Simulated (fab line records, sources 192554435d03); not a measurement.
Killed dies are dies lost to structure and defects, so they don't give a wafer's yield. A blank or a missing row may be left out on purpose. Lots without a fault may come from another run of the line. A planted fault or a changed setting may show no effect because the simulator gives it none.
Problem report in the 8D (eight disciplines) form, filled by code | flow n5_finfet | the parts of the form that need people (team, actions taken, sign-off) are left out

1. THE PROBLEM
V10_OVL at N5_BEOL_M11_OVL_MEAS_29 reads a mean of 9.5 nm on 7 wafers of 3 lots; wafers without a fault read 0.1 nm with a standard deviation of 0.65. That is +15 standard deviations from the usual mean.
First seen on wafer L122.1, day 12 16:16, on overlay-01. The record holds 31 wafers of 11 lots with a number at this step. Rule for "out", or "out of limits": more than 4 standard deviations from the usual mean. The other wafers with a number count as sound.

2. WHAT IT IS AND WHAT IT IS NOT
question                    | is                     | is not
which readings at this step | V10_OVL                | -
which lots                  | L122, L124, L125       | L115, L118, L121, L126, L128, L132, L136, L137
which wafers of those lots  | all that have a number | -
read on which gauges        | overlay-01, overlay-02 | -
when                        | from day 12 16:16      | up to then (9 sound wafers); but 15 sound wafers of L126, L128, L132, L136, L137 came after

3. SUSPECTS, AND WHAT RULES EACH OUT
Counting: a tool at a process step up to the reading stays a suspect if it ran every lot that is out and no sound lot after the first of them.
- the gauge at N5_BEOL_M11_OVL_MEAS_29: ruled out. The wafers that are out were read on 2 gauges (overlay-01, overlay-02).
- arfi_scanner-03 at N5_BEOL_M11_EXPOSE_25 (exposes mask V10): kept. It ran every lot that is out, first L122 (day 12 16:06), and no sound lot after that; its last sound lot up to then is L118 (day 11 13:55).
Left after counting: arfi_scanner-03 at N5_BEOL_M11_EXPOSE_25.

4. THE CAUSE (what the simulator had put in)
Scanner matching overlay: arfi_scanner-03, from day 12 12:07 on, at N5_BEOL_M11_EXPOSE_25. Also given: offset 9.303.
Counting left only this tool.

5. THE CHAIN OF EFFECTS, in route order
Each row: a reading whose mean over the struck wafers that have a number lies more than 3 standard deviations from the usual. Only readings for which the record gives a usual standard deviation are gone through. hours: the time from each lot's start at the first step in this table that gives one to its start at this step, as a median over the lots. sigmas: the change in usual standard deviations.
hours | step                    | reading | usual  | on struck wafers | change | sigmas
0     | N5_BEOL_M11_OVL_MEAS_29 | V10_OVL | 0.1 nm | 9.5              | +9.4   | +15
Later measuring or inspecting steps at which every struck wafer that the step has a row for has a number for every such reading, and none has moved that far: N5_BEOL_M11_INSPECT_30.

6. WHAT WOULD HAVE CAUGHT IT SOONER
In this record the first reading out of limits at a measuring or inspecting step was taken at day 12 16:16, 4 hours after the fault began at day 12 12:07.
Of the lots that are out (3), L124, L125 began N5_BEOL_M11_EXPOSE_25 on arfi_scanner-03 after day 12 16:16. A hold on the tool at that time would have spared those 2.
